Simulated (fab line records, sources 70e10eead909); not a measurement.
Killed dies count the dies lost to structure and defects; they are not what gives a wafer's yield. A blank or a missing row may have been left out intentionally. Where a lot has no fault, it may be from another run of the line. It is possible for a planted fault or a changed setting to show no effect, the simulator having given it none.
Comparing a struck lot with a sound one | flow nand harc | 14 out of 1302 route steps
Sound: these wafers, L139.2, L139.5, L139.6. Struck: wafers L145.2, L145.3, L145.5. Last of all comes the cause.
At each step with rows: each side's tool, then ch and its chambers, then its first start. Under that, the readings that differ: sound wafers | struck wafers | difference of the means | sigmas: that difference in standard deviations of wafers without a fault.
alike: readings whose means differ by less than 2 such deviations, and words and numbers that are the same on both sides. not compared: withheld readings, readings that some wafer has no value for, bounds like >300 that may hide the same value, and numbers for which the record gives no deviation and whose values overlap.
The two part at a step that has a row with sigmas, a row that says differs or no value, or rows on one side only. Non-overlapping numbers with no deviation appear without sigmas and do not part them. A reading that every wafer of one side lacks parts them only if that side has two wafers or more.

NHARC_A_BLC_OVL_MEAS_11:
  sound: overlay-02 at day 22 14:50; struck: overlay-02 at day 25 02:25
  alike: overlay x nm, overlay y nm
NHARC_A_BLC_INSPECT_12:
  sound: defect inspect-01 at day 22 14:52; struck: defect inspect-02 at day 25 02:27
  alike: raw defect count
NHARC_A_BLC_DESCUM_15: chemistry O2, time 3 s.
  sound on rie diel-11 ch 0,3, day 22 14:56; struck on rie diel-11 ch 0,3, day 25 02:31
  alike: drypump motor current A, oes product au, rf vpp V, showerhead plenum p Torr, throttle valve pct
  not compared: rf hours counter h
NHARC_A_BLC_ETCH_16: etches the open film in CF4, target depth 39 nm, time 65 s.
  sound on rie diel-11 ch 2,3, day 22 15:02; struck on rie diel-11 ch 0,1, day 25 02:36
  alike: bias w, drypump motor current A, oes product au, rf vpp V, showerhead plenum p Torr, throttle valve pct
  not compared: rf hours counter h
NHARC_A_BLC_ETCH_17: etches the open film in N2/H2, target depth 390 nm, time 609.38 s.
  sound: rie diel-11 ch 0,1,2; struck: rie diel-11 ch 1,3
  alike: bias w, drypump motor current A, oes product au, rf vpp V, showerhead plenum p Torr, throttle valve pct
  not compared: rf hours counter h
then, 1 step without rows for these wafers: NHARC_A_BLC_ETCH_18 (etches the open film in C4F8/O2/Ar, target depth 910 nm).
NHARC_A_BLC_CD_MEAS_19:
  sound: cd sem-01 at day 22 15:54; struck: cd sem-01 at day 25 03:30
  alike: cd nm
NHARC_A_BLC_STRIP_29: strips in CF4.
  sound on rie diel-11 ch 0,1,2, day 22 16:01; struck on rie diel-11 ch 0,3, day 25 03:35
  alike: drypump motor current A, oes product au, rf vpp V, showerhead plenum p Torr, throttle valve pct
  not compared: rf hours counter h
NHARC_A_BLC_STRIP_21: strips in O2.
  sound on rie diel-11 ch 0,2,3, day 22 16:07; struck on rie diel-11 ch 0,2, day 25 03:41
  alike: drypump motor current A, oes product au, rf vpp V, showerhead plenum p Torr, throttle valve pct
  not compared: rf hours counter h
then, 3 steps without rows for these wafers: NHARC_A_BLC_STRIP_22 (strips in post etch residue remover, time 600 s); NHARC_A_BLC_DEGAS_30 (time 60 s); NHARC_A_BLC_PRE_CLEAN_31 (time 15 s).
NHARC_A_BLC_PVD_32: deposits Ti, target thk 5 nm, time 17.7 s.
  sound: pvd sputter-02 at day 22 16:38; struck: pvd sputter-01 at day 25 04:14
  no value came back on the struck wafers for cathode dc power W (W), chamber pressure pa (Pa), throttle valve pct (%); on the sound wafers cathode dc power W (W) reads 4999.7 5000.2 5000.6
then, 1 step without rows for these wafers: NHARC_A_BLC_ALD_23 (deposits TiN, target thk 3 nm, pulse time 1 s, ald cycles 150).

WHERE THEY PART
Only at NHARC_A_BLC_PVD_32, within this record.

WHY: what had been put in by the simulator
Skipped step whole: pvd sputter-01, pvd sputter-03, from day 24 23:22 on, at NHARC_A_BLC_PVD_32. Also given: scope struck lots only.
